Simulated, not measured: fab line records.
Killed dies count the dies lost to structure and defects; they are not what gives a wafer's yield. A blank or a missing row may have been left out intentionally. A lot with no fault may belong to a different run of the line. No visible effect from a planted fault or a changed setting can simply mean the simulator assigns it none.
Matching of chambers / flow n5-finfet / N5_BEOL_M14_ILD_DEP_00 on pecvd-03 has 3 sister chambers
The step deposits SiO2 from TEOS/O2, target thk 1119.3 nm, time 237.4 s. 6 wafers are shown with their chamber, then 7 later ones without.

WAFERS WITH THEIR CHAMBER
wafer=L083.1; chamber=1; throttle-valve-pct (%)=20.8; heater-power-w (W)=669
wafer=L083.3; chamber=2; throttle-valve-pct (%)=17.5; heater-power-w (W)=602
wafer=L083.4; chamber=1; throttle-valve-pct (%)=20.7; heater-power-w (W)=562
wafer=L083.6; chamber=2; throttle-valve-pct (%)=17.7; heater-power-w (W)=468
wafer=L086.3; chamber=0; throttle-valve-pct (%)=18.8; heater-power-w (W)=354
wafer=L086.5; chamber=0; throttle-valve-pct (%)=19.1; heater-power-w (W)=426

WAFERS WHOSE CHAMBER IS MISSING
wafer=L086.6; throttle-valve-pct (%)=17.6; heater-power-w (W)=559
wafer=L088.2; throttle-valve-pct (%)=21.0; heater-power-w (W)=675
wafer=L088.3; throttle-valve-pct (%)=18.8; heater-power-w (W)=461
wafer=L088.4; throttle-valve-pct (%)=19.0; heater-power-w (W)=345
wafer=L089.2; throttle-valve-pct (%)=20.8; heater-power-w (W)=697
wafer=L089.3; throttle-valve-pct (%)=19.0; heater-power-w (W)=453
wafer=L089.4; throttle-valve-pct (%)=18.0; heater-power-w (W)=592

WHICH CHAMBER EACH WENT THROUGH
wafer=L086.6; from the rows above=2; in truth=2
wafer=L088.2; from the rows above=1; in truth=1
wafer=L088.3; from the rows above=0; in truth=0
wafer=L088.4; from the rows above=0; in truth=0
wafer=L089.2; from the rows above=1; in truth=1
wafer=L089.3; from the rows above=0; in truth=0
wafer=L089.4; from the rows above=2; in truth=2
7 of 7 placed correctly. Not placeable from these rows: 0. Number placed wrongly: 0.
How it was worked out, from the rows above alone: a wafer's distance from a chamber is the root of the sum, over the readings, of the square of ((its reading less the chamber's mean) divided by the reading's scatter). The wafer belongs to the nearest chamber; if the next one is less than 2 further off, it can't be placed. For every chamber, the mean is computed from those of its wafers that are shown. The scatter: take each reading less its chamber's mean, square it, sum over the shown wafers, divide by the number of wafers less the number of chambers, and take the root.
